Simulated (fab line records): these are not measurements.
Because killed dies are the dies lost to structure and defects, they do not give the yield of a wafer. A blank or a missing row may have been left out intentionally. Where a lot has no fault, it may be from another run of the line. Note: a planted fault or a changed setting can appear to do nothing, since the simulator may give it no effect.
The same fault as seen by 2 desks || flow nandHarc || every desk sees just its own numbers, and what lay behind them comes last

== METROLOGY DESK ==
Means of the sampled wafers that have a number, per lot and without regard to the tool the lot ran on: this is what the gauges read. A lot is out of limits, marked OUT, if its mean lies more than 4 standard deviations from the usual mean; the brackets give that distance.
Columns: A = cdNm at NHARC_P_M0_CD_MEAS_09, usual 89.6 nm
{"lot": "L765", "first seen here": "day 6 04:31", "A": 88.3}
{"lot": "L766", "first seen here": "day 6 08:45", "A": 87.9}
{"lot": "L767", "first seen here": "day 6 18:23", "A": 90.6}
{"lot": "L769", "first seen here": "day 7 19:28", "A": 88.6}
{"lot": "L771", "first seen here": "day 8 12:06", "A": 91.0}
{"lot": "L772", "first seen here": "day 9 03:29", "A": 89.0}
{"lot": "L774", "first seen here": "day 9 20:01", "A": 90.0}
{"lot": "L776", "first seen here": "day 10 13:29", "A": 88.8}
{"lot": "L777", "first seen here": "day 10 22:56", "A": "104.8 (+15) OUT"}
{"lot": "L779", "first seen here": "day 12 04:28", "A": 90.8}
{"lot": "L778", "first seen here": "day 12 07:11", "A": "100.8 (+11) OUT"}
{"lot": "L780", "first seen here": "day 12 08:14", "A": 88.7}
{"lot": "L781", "first seen here": "day 12 16:31", "A": "99.8 (+10) OUT"}
{"lot": "L782", "first seen here": "day 13 04:28", "A": "99.4 (+9.8) OUT"}
{"lot": "L784", "first seen here": "day 14 11:07", "A": 88.3}
{"lot": "L787", "first seen here": "day 15 11:39", "A": 90.3}
Finding of this desk: L777, L778, L781, L782 out of limits; the first was L777 at day 10 22:56, on cdNm at NHARC_P_M0_CD_MEAS_09. L765, L766, L767, L769, L771, L772, L774, L776, L779, L780, L784, L787: within limits.

== THE TOOL OWNER'S DESK: arfiScanner-03 ==
The tool's own readings at NHARC_P_M0_EXPOSE_06 (exposes mask P M0, target cd 90 nm): means of the sampled wafers that have a number, for each lot that ran on this tool. A lot is out of limits, marked OUT, if its mean lies more than 4 standard deviations from the usual mean; the brackets give that distance.
Columns: A = exposureDoseMJCm2 at NHARC_P_M0_EXPOSE_06, usual 81.21; B = focusOffsetNm at NHARC_P_M0_EXPOSE_06, usual -0.1 nm
{"lot": "L769", "first seen here": "day 7 19:19", "A": 81.26, "B": 0.0}
{"lot": "L771", "first seen here": "day 8 11:58", "A": 81.23, "B": 0.5}
{"lot": "L776", "first seen here": "day 10 13:21", "A": 81.26, "B": 0.1}
{"lot": "L777", "first seen here": "day 10 22:47", "A": "102.24 (+99 or more) OUT", "B": 0.3}
{"lot": "L778", "first seen here": "day 12 07:03", "A": "98.04 (+99 or more) OUT", "B": 0.4}
{"lot": "L781", "first seen here": "day 12 16:23", "A": "94.71 (+99 or more) OUT", "B": 0.6}
{"lot": "L782", "first seen here": "day 13 04:19", "A": "94.10 (+99 or more) OUT", "B": -0.5}
Finding of this desk: L777, L778, L781, L782 out of limits; the first was L777 at day 10 22:47, on exposureDoseMJCm2 at NHARC_P_M0_EXPOSE_06. L769, L771, L776: within limits.

== ALL TOGETHER ==
The tool owner's desk could have raised an alarm at day 10 22:47, on L777, L778, L781, L782.
The metrology desk could have raised an alarm at day 10 22:56, on L777, L778, L781, L782.
The lots listed all ran NHARC_P_M0_EXPOSE_06 on arfiScanner-03.

== WHAT THE SIMULATOR HAD PUT IN ==
Drift in process parameters on arfiScanner-03 at NHARC_P_M0_EXPOSE_06, starting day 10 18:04. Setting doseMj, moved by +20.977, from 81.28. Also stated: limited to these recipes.
Struck lots among those shown: L777, L778, L781, L782.
Delay (hours) between the fault's onset and each desk's first out-of-limits reading: 5 at the tool owner's desk, 5 at the metrology desk.
